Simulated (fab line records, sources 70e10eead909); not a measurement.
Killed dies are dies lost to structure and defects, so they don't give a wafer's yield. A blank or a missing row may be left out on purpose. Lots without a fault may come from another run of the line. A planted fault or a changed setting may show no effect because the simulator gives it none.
fab line records | flow nand_harc
record lots=6 wafers=18 last_day=31
route steps=1302 shown A_M0@1150 END@1302
lots that met no fault: from a run of the same line without faults
start_h: hours from the record's first day to the start of the lot's first wafer shown | wait_h: hours since the lot's step before | " the same as in the row above | L1.1+2: a row that stands for several wafers | - no value, or no start given | * or withheld: withheld | < > ~ a bound
route shown NAME@n: a module of which the file shows steps, and the number in the route of the first | usual: mean/standard deviation of fault-free wafers | same: alike in all rows | chamber/n: place in a boat | sites: the reading at each site | _std_site: their standard deviation | _edge_site: outer sites' mean less inner sites' | radius_mm: how far each site lies from the wafer's centre | mask NAME#n: copy n | behind: the tool/chamber that last shaped the wafer | hold: why the lot was held/for how many hours/how that ended | device: the transistor (n, p or np) that didn't switch | end of line: the same wafers' tests at the end of the route | a step without rows: its recipe alone | killed: dies lost to structure and defects at the first sort, not the wafer's yield | map: a wafer's dies, x killed, . not, _ none there
set.NAME: the setting as run; set.NAME@STEP: as run at that earlier step | model.NAME: the simulator's own value behind a step, which no gauge read
lots at some steps of the route; a table a step, a row a wafer
services: from which hour (start_h, from the record's first day; less than 0 if before it) a tool's chamber was out of use, for how many hours, and why
## steps
# step NHARC_A_M0_DESCUM_14
# recipe time_s=3 o2_flow_sccm=200 ar_flow_sccm=0 bias_power_w=0 chemistry=O2
# step NHARC_A_M0_ETCH_34
# recipe target_depth_a=400 overetch_a=120 time_s=43.94 ion_energy_ev=200 n2_flow_sccm=150 h2_flow_sccm=150 ar_flow_sccm=0 rf_w=400 bias_w=150 chemistry=N2/H2
# usual drypump_motor_current_A=5.7/0.51 oes_product_au=1.002/0.0098 rf_vpp_V=430.3/2.8 showerhead_plenum_p_Torr=2.03/0.094 throttle_valve_pct=14.170/0.0091
# columns lot.wafer tool chamber start_h wait_h drypump_motor_current_A oes_product_au rf_hours_counter_h rf_vpp_V showerhead_plenum_p_Torr throttle_valve_pct
L373.3 rie_diel-06 2 545.42 0.1 5.5 1.008 3.1 425.9 1.90 14.176
L373.2 " 3 " " 5.7 1.007 2.2 432.2 2.15 14.181
L373.5 " 1 " " 5.1 0.996 - 430.4 2.05 14.163
L377.2 rie_diel-06 1 574.06 0.1 5.1 0.996 6.5 432.0 2.05 14.176
L377.4 " 3 " " 5.7 1.001 4.2 433.9 2.15 14.162
L377.1 " 0 " " 5.5 1.003 5.5 432.9 2.08 14.168
L380.4 rie_diel-01 2 584.55 0.1 4.8 1.007 1.2 434.9 2.20 14.173
L380.3 " 0 " " 5.0 1.007 0.9 425.8 1.91 14.180
L380.1 " 1 " " 6.2 1.015 0.9 428.0 1.99 14.167
L379.3 rie_diel-06 3 586.79 0.1 5.7 1.009 4.5 432.3 2.15 14.184
L379.2 " 0 " " 5.5 0.997 5.7 430.9 2.08 14.165
L379.1 " 1 " " 5.1 0.997 6.7 431.7 2.05 14.170
L387.2 rie_diel-05 3 667.78 0.1 6.4 1.018 2.7 433.8 2.19 14.169
L387.3 " 1 " " 5.9 1.014 3.1 429.9 2.03 14.162
L387.4 " 2 " " 5.5 1.013 3.1 429.5 1.97 14.179
L390.4 rie_diel-01 2 712.04 0.1 4.8 1.005 8.0 435.4 2.19 14.182
L390.6 " 2 " " 4.8 0.989 - 435.3 2.19 14.173
L390.5 " 3 " " 6.1 0.996 - 428.5 1.96 14.165
# step NHARC_A_M0_ETCH_15
# recipe target_depth_a=1500 overetch_a=150 time_s=82.5 c4f8_flow_sccm=withheld ar_flow_sccm=400 rf_w=600 bias_w=300 chemistry=C4F8/Ar
# usual oes_product_au=0.948/0.022 rf_vpp_V=440.6/2.8
# columns lot.wafer tool chamber start_h wait_h oes_product_au rf_hours_counter_h rf_vpp_V
L373.3 rie_diel-06 0 - - 0.948 2.1 442.0
L373.2 " 1 " " 0.951 3.2 441.3
L373.5 " 3 " " 0.944 - 444.4
L377.1 rie_diel-06 1 - - 0.913 6.5 442.2
L377.4 " 3 " " 0.932 4.2 443.3
L377.2 " 0 " " 0.911 5.5 441.8
L380.3 rie_diel-01 3 - - 0.960 1.3 438.9
L380.1 " 0 " " 0.976 0.9 435.0
L380.4 " 1 " " 0.965 0.9 437.7
L379.2 rie_diel-06 2 - - 0.922 5.4 435.9
L379.3 " 3 " " 0.926 4.6 443.1
L379.1 " 1 " " 0.917 6.8 440.9
L387.4 rie_diel-05 0 - - 0.927 2.8 439.5
L387.2 " 1 " " 0.933 3.1 440.6
L387.3 " 2 " " 0.933 3.1 439.9
L390.4 rie_diel-01 2 - - 0.969 8.1 445.2
L390.6 " 2 " " 0.973 - 445.4
L390.5 " 3 " " 0.960 - 437.5
# step NHARC_A_M0_CD_MEAS_16
# usual cd_nm=79.9/0.79
# columns lot.wafer tool chamber start_h wait_h cd_nm
L373.2 cd_sem-01 - 545.62 - 80.6
L373.3 " - " " 81.2
L373.5 " - " " 79.9
L377.1 cd_sem-01 - 574.28 - 79.9
L377.2 " - " " 79.1
L377.4 " - " " 78.8
L380.1 cd_sem-03 - 584.77 - 80.6
L380.3 " - " " 80.5
L380.4 " - " " 80.0
L379.1 cd_sem-01 - 587.00 - 78.9
L379.2 " - " " 79.0
L379.3 " - " " 79.6
L387.2 cd_sem-01 - 668.00 - 81.0
L387.3 " - " " 79.7
L387.4 " - " " 78.9
L390.4 cd_sem-01 - 712.27 - 79.8
L390.5 " - " " 79.7
L390.6 " - " " 81.4
# step NHARC_A_M0_STRIP_18
# recipe power_w=1000 n2_flow_sccm=150 h2_flow_sccm=150 ar_flow_sccm=0 bias_w=0 chemistry=N2/H2
# step NHARC_A_M0_STRIP_19
# recipe time_s=600 temp_c=30 chemistry=post_etch_residue_remover
# step NHARC_A_M0_DEGAS_28
# recipe temp_c=250 time_s=60
# usual heater_power_w=328/37
# columns lot.wafer tool chamber start_h wait_h heater_power_w
L373.3 pvd_sputter-01 - 546.24 - 259
L373.2 " - " " 371
L373.5 " - " " 266
L377.4 pvd_sputter-01 - 574.94 - 260
L377.2 " - " " 258
L377.1 " - " " 355
L380.3 pvd_sputter-02 - 585.39 - 365
L380.4 " - " " 353
L380.1 " - " " 378
L379.2 pvd_sputter-02 - 587.68 - 314
L379.1 " - " " 379
L379.3 " - " " 342
L387.2 pvd_sputter-02 - 668.61 - 331
L387.4 " - " " 327
L387.3 " - " " 371
L390.4 pvd_sputter-02 - 712.89 - 319
L390.6 " - " " 360
L390.5 " - " " 326
# step NHARC_A_M0_PRE_CLEAN_29
# recipe time_s=30 temp_c=280 gas=H2/He
# step NHARC_A_M0_PVD_20
# recipe target_thk_a=50 bias_v=168.6 power_w=15000 chamber_pressure_pa=0.12 time_s=8.06 substrate_temp_c=50 material=TaN
# usual cathode_dc_power_W=15000/2.7 chamber_pressure_pa=0.12/0.00025 throttle_valve_pct=30.4/1
# columns lot.wafer tool chamber start_h wait_h cathode_dc_power_W chamber_pressure_pa throttle_valve_pct
L373.2 pvd_sputter-01 - - - 14998 0.12027 30.5
L373.3 " - " " 15001 0.12048 32.8
L373.5 " - " " 15003 0.11983 30.3
L377.2 pvd_sputter-01 - - - 14998 0.11992 31.6
L377.4 " - " " 15000 0.12007 32.7
L377.1 " - " " 15001 0.11967 30.3
L380.4 pvd_sputter-02 - - - 15001 0.11998 31.5
L380.1 " - " " 15002 0.11972 29.4
L380.3 " - " " 14999 0.12006 31.0
L379.2 pvd_sputter-02 - - - 15002 0.11961 30.8
L379.1 " - " " 15002 0.11962 31.3
L379.3 " - " " 15000 0.12022 29.4
L387.4 pvd_sputter-02 - - - 15004 0.1205 30.9
L387.2 " - " " 14997 0.12 29.4
L387.3 " - " " 15005 0.12009 29.4
L390.4 pvd_sputter-02 - - - 14999 0.11997 29.6
L390.5 " - " " 15000 0.12023 30.8
L390.6 " - " " 15001 0.11962 29.2
# step NHARC_A_M0_PVD_21
# recipe target_thk_a=300 chamber_pressure_pa=5 power_w=5000 substrate_temp_c=30 time_s=20.49 material=Cu
# step NHARC_A_M0_ECD_22
# recipe target_thk_a=4000 bath_temp_c=25 material=Cu
# step NHARC_A_M0_ANNEAL_30
# recipe temp_c=225 time_s=90
# usual anneal_temp_c=224.99/0.18 wafer_temp_C_max=226.1/0.55
# columns lot.wafer tool chamber start_h wait_h anneal_temp_c wafer_temp_C_max
L373.2 rtp_anneal-01 0 547.03 0.4 225.22 225.7
L373.3 " 0 " " 225.16 225.5
L373.5 " 0 " " 224.94 225.5
L377.1 rtp_anneal-01 0 575.67 - 224.61 225.3
L377.2 " 0 " " 224.70 225.6
L377.4 " 0 " " 224.82 225.2
L380.1 rtp_anneal-02 0 586.15 - 224.90 226.5
L380.3 " 0 " " 224.83 226.4
L380.4 " 0 " " 224.85 226.4
L379.1 rtp_anneal-02 0 588.90 - 225.31 226.5
L379.2 " 0 " " 225.24 226.3
L379.3 " 0 " " 225.24 226.3
L387.2 rtp_anneal-01 0 669.40 - 225.16 225.5
L387.3 " 0 " " 225.01 225.7
L387.4 " 0 " " 225.04 225.3
L390.4 rtp_anneal-02 0 713.77 - 224.76 226.0
L390.5 " 0 " " 224.79 226.5
L390.6 " 0 " " 224.92 226.6
# step NHARC_A_M0_CMP_23
# recipe t_overpolish_s=20 target_thk_nm=113.75
# usual edge_zone_pressure_frac=1.000/0.0054 motor_current_A=11.5/1.5 t_overpolish_s=20/0 time_to_endpoint_s=29.0/2.6
# columns lot.wafer tool chamber start_h wait_h edge_zone_pressure_frac motor_current_A t_overpolish_s time_to_endpoint_s
L373.3 cmp-03 0 547.35 - 1.007 7.9 20 25.7
L373.2 " 1 " " 0.991 11.0 20 25.7
L373.5 " 3 " " 1.008 11.5 20 29.9
L377.4 cmp-01 3 576.02 - 1.013 11.1 20 29.6
L377.2 " 1 " " 1.013 13.5 20 28.7
L377.1 " 2 " " 1.003 12.6 20 30.3
L380.1 cmp-03 3 586.49 - - - - -
L380.3 " 0 " " - - - -
L380.4 " 1 " " - - - -
L379.3 cmp-02 0 589.27 - - - - -
L379.1 " 1 " " - - - -
L379.2 " 2 " " - - - -
L387.3 cmp-02 3 669.70 - 1.003 12.0 20 26.7
L387.2 " 0 " " 1.002 11.1 20 25.9
L387.4 " 1 " " 0.996 11.7 20 26.9
L390.4 cmp-03 3 713.96 - 0.998 11.2 20 27.7
L390.5 " 3 " " 0.995 11.5 20 29.3
L390.6 " 0 " " 0.997 8.5 20 27.0
# step NHARC_A_M0_THK_MEAS_24
# recipe thk_meas_gauge=xrf
# usual thk_nm=114.1/1.2
# columns lot.wafer tool chamber start_h wait_h thk_nm
L373.2 film_metro-01 - 547.64 - 113.0
L373.3 " - " " 113.9
L373.5 " - " " 114.7
L377.1 film_metro-01 - 576.33 - 114.7
L377.2 " - " " 115.1
L377.4 " - " " 113.0
L380.1 film_metro-01 - 586.81 0.3 396.9
L380.3 " - " " 394.0
L380.4 " - " " 397.7
L379.1 film_metro-01 - 589.55 0.2 401.6
L379.2 " - " " 404.5
L379.3 " - " " 399.1
L387.2 film_metro-01 - 670.02 - 113.7
L387.3 " - " " 112.1
L387.4 " - " " 112.8
L390.4 film_metro-01 - 714.28 - 112.2
L390.5 " - " " 114.3
L390.6 " - " " 114.3
# step NHARC_A_M0_SRD_25
# step NHARC_END_SORT_01
# recipe temp_c=25
# usual defect_limited_yield=90.9/2.6 killed_at_array=57/18 killed_at_other=0.8/1 killed_at_periphery=3.9/2.8 killed_dies=62/18 killed_open=3.4/1.8 killed_short=2.2/1.6
# same gross_dies=677
# columns lot.wafer tool chamber start_h wait_h defect_limited_yield[%] killed_at_array killed_at_other killed_at_periphery killed_dies killed_open killed_short
L373.2 prober-02 0 588.66 2.8 90.0 67 0 1 68 6 1
L373.3 prober-02 0 589.46 3.1 89.1 69 2 3 74 4 3
L373.5 prober-02 0 591.04 3.7 88.9 68 2 5 75 7 4
L377.1 prober-02 0 612.92 2.5 91.0 55 0 6 61 4 0
L377.2 prober-02 0 613.73 2.8 91.4 52 0 6 58 2 1
L377.4 prober-02 0 615.34 3.4 91.1 52 0 8 60 3 1
L380.1 prober-01 0 622.44 2.5 0 675 0 2 677 5 0
L380.3 prober-01 0 624.02 3.1 0 671 1 5 677 3 2
L380.4 prober-01 0 624.81 3.4 0 671 2 4 677 4 1
L379.1 prober-01 0 630.16 2.5 0 674 1 2 677 5 2
L379.2 prober-01 0 630.96 2.8 0 676 0 1 677 3 1
L379.3 prober-01 0 631.77 3.1 0 673 0 4 677 5 1
# killed by level:class
L373.2 A_CHANNEL_HOLE_D1:chamber_film_flake=28 A_SLIT:chamber_film_flake=20 A_CHANNEL_HOLE_D2:chamber_film_flake=4 A_CONTACT:chamber_film_flake=3 A_DECK1_JOINT:geometric_particle:open=2 A_STAIRCASE:chamber_film_flake=2 P_M0:geometric_particle:open=1 A_CHANNEL_HOLE_D1:geometric_particle:short=1
L373.3 A_CHANNEL_HOLE_D1:chamber_film_flake=30 A_SLIT:chamber_film_flake=23 A_CHANNEL_HOLE_D2:chamber_film_flake=3 P_GATE:chamber_film_flake=2 A_CHANNEL_FILL_D2:chamber_film_flake=2 A_STAIRCASE:chamber_film_flake=2 A_CONTACT:chamber_film_flake=2 THIN_TSV:chamber_film_flake=2
L373.5 A_CHANNEL_HOLE_D1:chamber_film_flake=27 A_SLIT:chamber_film_flake=17 A_CHANNEL_HOLE_D2:chamber_film_flake=5 A_CHANNEL_FILL_D2:chamber_film_flake=4 P_GATE:chamber_film_flake=3 A_ONON_D2:geometric_particle:open=2 A_CHANNEL_FILL_D2:geometric_particle:short=2 A_STAIRCASE:chamber_film_flake=2
L377.1 A_CHANNEL_HOLE_D2:chamber_film_flake=34 P_GATE:chamber_film_flake=4 A_CHANNEL_HOLE_D1:chamber_film_flake=4 A_STAIRCASE:chamber_film_flake=4 A_CONTACT:chamber_film_flake=4 A_CHANNEL_FILL_D1:chamber_film_flake=3 P_GATE:geometric_particle:open=1 A_ONON_D2:geometric_particle:open=1
L377.2 A_CHANNEL_HOLE_D2:chamber_film_flake=40 P_GATE:chamber_film_flake=3 A_CHANNEL_FILL_D1:chamber_film_flake=2 A_CONTACT:chamber_film_flake=2 A_M0:chamber_film_flake=2 P_CONTACT:geometric_particle:open=1 P_M0:geometric_particle:short=1 A_CHANNEL_FILL_D2:geometric_particle:open=1
L377.4 A_CHANNEL_HOLE_D2:chamber_film_flake=35 P_GATE:chamber_film_flake=5 A_CHANNEL_HOLE_D1:chamber_film_flake=4 A_STAIRCASE:chamber_film_flake=3 P_BONDPAD:chamber_film_flake=2 A_M0:chamber_film_flake=2 P_CONTACT:geometric_particle:open=1 A_CHANNEL_HOLE_D2:geometric_particle:open=1
L380.1 A_M0:area_cmp=642 A_SLIT:chamber_film_flake=19 A_CHANNEL_HOLE_D2:chamber_film_flake=4 A_CHANNEL_HOLE_D1:chamber_film_flake=3 P_STI:geometric_particle:open=1 A_CHANNEL_FILL_D1:geometric_particle:open=1 A_DECK1_JOINT:geometric_particle:open=1 A_CHANNEL_HOLE_D2:geometric_particle:open=1
L380.3 A_M0:area_cmp=623 A_SLIT:chamber_film_flake=29 A_CHANNEL_HOLE_D2:chamber_film_flake=9 A_DECK1_JOINT:geometric_particle:open=2 A_CHANNEL_HOLE_D1:chamber_film_flake=2 A_CONTACT:chamber_film_flake=2 P_CONTACT:geometric_particle:short=1 P_CONTACT:geometric_particle:open=1
L380.4 A_M0:area_cmp=643 A_SLIT:chamber_film_flake=13 A_CHANNEL_HOLE_D2:chamber_film_flake=8 A_CHANNEL_HOLE_D1:chamber_film_flake=3 THIN_TSV:chamber_film_flake=2 P_GATE:geometric_particle:open=1 P_CONTACT:geometric_particle:short=1 A_CHANNEL_FILL_D2:geometric_particle:open=1
L379.1 A_M0:area_cmp=619 A_CHANNEL_HOLE_D2:chamber_film_flake=23 A_CHANNEL_HOLE_D1:chamber_film_flake=18 A_CONTACT:chamber_film_flake=3 A_CONTACT:geometric_particle:open=2 A_SLIT:chamber_film_flake=2 P_CONTACT:geometric_particle:open=1 A_CHANNEL_FILL_D1:geometric_particle:short=1
L379.2 A_M0:area_cmp=621 A_CHANNEL_HOLE_D2:chamber_film_flake=25 A_CHANNEL_HOLE_D1:chamber_film_flake=22 A_STAIRCASE:chamber_film_flake=3 P_M1:geometric_particle:open=1 A_DECK1_JOINT:geometric_particle:short=1 A_CHANNEL_HOLE_D2:geometric_particle:open=1 A_M0:geometric_particle:open=1
L379.3 A_M0:area_cmp=615 A_CHANNEL_HOLE_D1:chamber_film_flake=27 A_CHANNEL_HOLE_D2:chamber_film_flake=22 A_STAIRCASE:chamber_film_flake=4 P_M0:geometric_particle:open=1 P_M1:geometric_particle:open=1 A_CHANNEL_FILL_D1:geometric_particle:open=1 A_CHANNEL_HOLE_D2:geometric_particle:short=1
# map L379.1 (x killed, . not)
____________x____________
_________xxxxxxx_________
_______xxxxxxxxxxx_______
______xxxxxxxxxxxxx______
_____xxxxxxxxxxxxxxx_____
____xxxxxxxxxxxxxxxxx____
____xxxxxxxxxxxxxxxxx____
___xxxxxxxxxxxxxxxxxxx___
___xxxxxxxxxxxxxxxxxxx___
__xxxxxxxxxxxxxxxxxxxxx__
__xxxxxxxxxxxxxxxxxxxxx__
_xxxxxxxxxxxxxxxxxxxxxxx_
_xxxxxxxxxxxxxxxxxxxxxxx_
_xxxxxxxxxxxxxxxxxxxxxxx_
_xxxxxxxxxxxxxxxxxxxxxxx_
_xxxxxxxxxxxxxxxxxxxxxxx_
xxxxxxxxxxxxxxxxxxxxxxxxx
xxxxxxxxxxxxxxxxxxxxxxxxx
xxxxxxxxxxxxxxxxxxxxxxxxx
xxxxxxxxxxxxxxxxxxxxxxxxx
xxxxxxxxxxxxxxxxxxxxxxxxx
_xxxxxxxxxxxxxxxxxxxxxxx_
_xxxxxxxxxxxxxxxxxxxxxxx_
_xxxxxxxxxxxxxxxxxxxxxxx_
_xxxxxxxxxxxxxxxxxxxxxxx_
_xxxxxxxxxxxxxxxxxxxxxxx_
__xxxxxxxxxxxxxxxxxxxxx__
__xxxxxxxxxxxxxxxxxxxxx__
___xxxxxxxxxxxxxxxxxxx___
___xxxxxxxxxxxxxxxxxxx___
____xxxxxxxxxxxxxxxxx____
____xxxxxxxxxxxxxxxxx____
_____xxxxxxxxxxxxxxx_____
______xxxxxxxxxxxxx______
_______xxxxxxxxxxx_______
_________xxxxxxx_________
____________x____________
# map L380.1 (x killed, . not)
____________x____________
_________xxxxxxx_________
_______xxxxxxxxxxx_______
______xxxxxxxxxxxxx______
_____xxxxxxxxxxxxxxx_____
____xxxxxxxxxxxxxxxxx____
____xxxxxxxxxxxxxxxxx____
___xxxxxxxxxxxxxxxxxxx___
___xxxxxxxxxxxxxxxxxxx___
__xxxxxxxxxxxxxxxxxxxxx__
__xxxxxxxxxxxxxxxxxxxxx__
_xxxxxxxxxxxxxxxxxxxxxxx_
_xxxxxxxxxxxxxxxxxxxxxxx_
_xxxxxxxxxxxxxxxxxxxxxxx_
_xxxxxxxxxxxxxxxxxxxxxxx_
_xxxxxxxxxxxxxxxxxxxxxxx_
xxxxxxxxxxxxxxxxxxxxxxxxx
xxxxxxxxxxxxxxxxxxxxxxxxx
xxxxxxxxxxxxxxxxxxxxxxxxx
xxxxxxxxxxxxxxxxxxxxxxxxx
xxxxxxxxxxxxxxxxxxxxxxxxx
_xxxxxxxxxxxxxxxxxxxxxxx_
_xxxxxxxxxxxxxxxxxxxxxxx_
_xxxxxxxxxxxxxxxxxxxxxxx_
_xxxxxxxxxxxxxxxxxxxxxxx_
_xxxxxxxxxxxxxxxxxxxxxxx_
__xxxxxxxxxxxxxxxxxxxxx__
__xxxxxxxxxxxxxxxxxxxxx__
___xxxxxxxxxxxxxxxxxxx___
___xxxxxxxxxxxxxxxxxxx___
____xxxxxxxxxxxxxxxxx____
____xxxxxxxxxxxxxxxxx____
_____xxxxxxxxxxxxxxx_____
______xxxxxxxxxxxxx______
_______xxxxxxxxxxx_______
_________xxxxxxx_________
____________x____________
## services
# columns tool chamber start_h hours kind
cmp-01 - 524.24 0.8 repair
rie_diel-06 1 525.83 4.6 repair
cmp-03 - 526.78 3.5 repair
cmp-02 - 530.50 4.0 pm
rie_diel-06 2 532.31 4.3 repair
cmp-03 - 554.06 4.0 pm
rie_diel-01 - 557.85 9.0 pm
cmp-02 - 569.35 19.5 repair
cmp-01 - 577.59 4.0 pm
pvd_sputter-01 - 582.05 10.0 pm
rie_diel-05 - 583.66 9.0 pm
pvd_sputter-01 - 595.80 3.2 repair
cmp-02 - 628.50 4.0 pm
pvd_sputter-02 - 638.00 10.0 pm
cmp-03 - 652.06 4.0 pm
cmp-03 - 657.07 2.1 repair
rie_diel-01 - 660.51 0.9 repair
rie_diel-06 - 661.27 9.0 pm
cmp-02 - 671.49 1.2 repair
rie_diel-01 1 674.91 6.9 repair
rie_diel-05 - 679.78 1.0 repair
rie_diel-05 0 687.84 16.6 repair
cmp-03 - 696.04 0.9 repair
rie_diel-01 0 700.24 8.4 repair
## key
first_sign step=NHARC_A_M0_CMP_23 reading=tool_record direction=missing
effect step=NHARC_A_M0_THK_MEAS_24 reading=thk_nm direction=up sigmas=99+ usual=114.1 struck=399.0
effect step=NHARC_END_SORT_01 reading=defect_limited_yield direction=down sigmas=34 usual=90.9 struck=0
more_kills_born_at NHARC_A_M0_CMP_23@cmp-03=1908 NHARC_A_M0_CMP_23@cmp-02=1855
met_at NHARC_A_M0_CMP_23
struck_wafers L379.1,L379.2,L379.3,L380.1,L380.3,L380.4
later_rows_left_out L379.1,L379.2,L379.3,L380.1,L380.3,L380.4
onset_between 547.35 586.49
fault kind=skipped_step_whole tool=cmp-02,cmp-03 chamber=- onset_h=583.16 steps=NHARC_A_M0_CMP_23 scope=struck_lots_only
# later_rows_left_out: the simulator's readings of these wafers behind a module that went badly wrong aren't trusted and aren't shown, but for the sort
